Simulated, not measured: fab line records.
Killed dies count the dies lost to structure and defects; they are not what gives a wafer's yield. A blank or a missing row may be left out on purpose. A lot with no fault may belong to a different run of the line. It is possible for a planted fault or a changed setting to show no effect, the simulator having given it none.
Comparing a struck lot with a sound one :: flow nand harc :: 14 out of 1302 route steps
Sound: wafers L205.2, L205.3, L205.6. The struck wafers were L210.2, L210.3, L210.4. The cause is given at the end.
At each step with rows: each side's tool, then ch and its chambers, then its first start. Under that, the readings that differ: sound wafers :: struck wafers :: difference of the means :: sigmas: that difference in standard deviations of wafers without a fault.
alike: a reading whose means differ by less than 2 such deviations, as well as words and numbers matching on both sides. not compared: withheld readings; readings where some wafer has no value; bounds like >300 that might hide an equal value; numbers whose values overlap and for which the record gives no deviation.
Wherever a step has rows on one side only, a row that says differs or no value, or a row with sigmas, the two part there. Numbers that have no deviation but don't overlap get no sigmas and don't part them. A reading that every wafer of one side lacks parts them only if that side has two wafers or more.

first, 8 steps without rows for these wafers: NHARC_A_CONTACT_COAT_34 (time 75 s); NHARC_A_CONTACT_COAT_35 (time 65 s); NHARC_A_CONTACT_COAT_36 (resist thk 90 nm); NHARC_A_CONTACT_SOFTBAKE_37 (time 55 s); NHARC_A_CONTACT_EBR_38; NHARC_A_CONTACT_EXPOSE_39 (exposes mask A CC 3); NHARC_A_CONTACT_PEB_40 (peb time 65 s); NHARC_A_CONTACT_DEVELOP_41 (develop time 35 s).
NHARC_A_CONTACT_CD_MEAS_42 targets a cd of 300 nm.
  sound on cd sem-01 ch 0, day 22 10:46; struck on cd sem-03 ch 0, day 25 12:54
  alike: cd nm
NHARC_A_CONTACT_OVL_MEAS_43:
  struck on overlay-02, day 25 12:59; sound on overlay-02, day 22 10:51
  alike: overlay x nm, overlay y nm
NHARC_A_CONTACT_INSPECT_44:
  struck on defect inspect-01, day 25 13:01; sound on defect inspect-01, day 22 10:53
reading: raw defect count
sound: 27 11 9
struck: 135 97 110
difference: +98
sigmas: +3
NHARC_A_CONTACT_DESCUM_47: chemistry O2, time 3 s.
  sound on rie diel-13 ch 0,2,3, day 22 10:58; struck on rie diel-03 ch 1,2,3, day 25 13:05
  alike: chamber pressure mTorr, drypump motor current A, o2 flow sccm, oes product au, rf vpp V, showerhead plenum p Torr, throttle valve pct
  not compared: rf hours counter h
NHARC_A_CONTACT_ETCH_48: etches the open film in CF4, target depth 39 nm, time 65 s.
  sound on rie diel-13 ch 0,1,3, day 22 11:02; struck on rie diel-03 ch 1,2,3, day 25 13:10
reading: over etch frac
sound: 0.3 0.3 0.3
struck: 0.48569 0.48569 0.48569
difference: +0.18569
sigmas: 
  alike: chamber pressure mTorr, drypump motor current A, oes product au, rf vpp V, showerhead plenum p Torr, throttle valve pct
  not compared: rf hours counter h
NHARC_A_CONTACT_ETCH_49: etches the open film in N2/H2, target depth 260 nm, time 475.3 s.
  sound: rie diel-13 ch 0,1,2; struck: rie diel-03 ch 0,1,3
  alike: chamber pressure mTorr, drypump motor current A, n2 flow sccm, oes product au, over etch frac, rf vpp V, showerhead plenum p Torr, throttle valve pct
  not compared: rf hours counter h

## WHERE THEY PART
NHARC_A_CONTACT_INSPECT_44 only, going by this record. Later steps at which nothing parts them and some readings are alike: NHARC_A_CONTACT_DESCUM_47, NHARC_A_CONTACT_ETCH_48, NHARC_A_CONTACT_ETCH_49.

WHY: whatever the simulator had introduced
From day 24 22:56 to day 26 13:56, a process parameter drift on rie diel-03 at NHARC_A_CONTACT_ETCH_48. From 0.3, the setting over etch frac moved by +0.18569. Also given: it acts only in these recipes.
